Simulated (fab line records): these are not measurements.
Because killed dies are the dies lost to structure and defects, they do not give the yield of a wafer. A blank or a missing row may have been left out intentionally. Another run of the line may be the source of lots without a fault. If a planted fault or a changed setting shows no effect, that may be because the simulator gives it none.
Split-lot study	flow n5-finfet	21 wafers read across 7 lots, on a route 1938 steps long

== SPLIT DETAILS ==
At N5_FIN_SAQP_PEB_14 (peb time 60 s), the setting peb-time-s was moved away from the recipe's 60 s on 6 of the 21 wafers read, by +10.4% to +16.9%. For the rest of the wafers, this setting stayed at what the recipe calls for.

== FROM SPLIT TO READING: 1 step shown by the file between the two ==
- N5_FIN_SAQP_DEVELOP_15: develop time 30 s (also split here: develop-time-s)

== THE READING ==
cd-nm at N5_FIN_SAQP_CD_MEAS_16, given in nm (cd target 35.6 nm). Typical for fault-free wafers on this fab line: 35.6 nm, with standard deviation 0.37 nm.

wafer	tool, chamber at the split	peb-time-s as run, s	against the recipe	cd-nm, nm	against lot-mates on the recipe
L075.2	litho-track-01, 0	60	recipe	36.1	-
L075.3	litho-track-01, 0	60	recipe	35.4	-
L075.5	litho-track-01, 0	60	recipe	36.5	-
L083.1	litho-track-02, 0	60	recipe	35.9	-
L083.2	litho-track-02, 0	60	recipe	35.5	-
L083.5	litho-track-02, 0	60	recipe	35.6	-
L087.2	litho-track-03, 0	60	recipe	35.0	-
L087.5	litho-track-03, 0	60	recipe	36.1	-
L087.6	litho-track-03, 0	60	recipe	35.9	-
L089.2	litho-track-01, 0	60	recipe	35.8	-
L089.5	litho-track-01, 0	70.15	+16.9%	33.1	-2.7
L089.6	litho-track-01, 0	70.15	+16.9%	33.3	-2.5
L093.1	litho-track-01, 0	60	recipe	35.7	-
L093.2	litho-track-01, 0	60	recipe	35.5	-
L093.5	litho-track-01, 0	60	recipe	35.5	-
L094.1	litho-track-01, 0	68.72	+14.5%	33.5	-2.7
L094.3	litho-track-01, 0	68.72	+14.5%	33.6	-2.6
L094.4	litho-track-01, 0	60	recipe	36.2	-
L095.4	litho-track-03, 0	66.23	+10.4%	34.1	-2.1
L095.5	litho-track-03, 0	66.23	+10.4%	34.5	-1.7
L095.6	litho-track-03, 0	60	recipe	36.2	-

FIT RESULTS
A straight line over all 21 wafers: cd-nm changes by -0.152 nm for each +1% of peb-time-s; r = -0.95; the points scatter about the line by 0.34 nm.
The same after taking each lot's own level away (the mean of its wafers on the recipe; 21 wafers): -0.168 nm for each +1%; r = -0.97; scatter 0.31 nm.
Per that fit: largest peb-time-s move, reading shift of 2.8 nm.
Across the lots, their own levels run from 35.57 to 36.20 nm, a range of 1.7 times the standard deviation given above.
So the lot-to-lot level changes the slope little: the two slopes agree.
Check: with one of the wafers moved furthest among these (+16.9%) left out of the fit, the line predicts -2.9 nm for it against its lot-mates. Against them it came out at -2.7 nm.

== ADDITIONAL SPLITS CARRIED BY THESE WAFERS ==
Note: prior to the reading, these wafers also went through further splits. Each is held against what the fit with the lots' levels taken away leaves over:
other split on the same wafers	wafers away from the commonest value	r with cd-nm (lot level and that fit taken away)
N5_FIN_SAQP_DEVELOP_15 develop-time-s	3	-0.41

== THE FILE'S OWN FIT ==
cd-nm changes by -0.171 nm for each +1% of peb-time-s, r = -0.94.
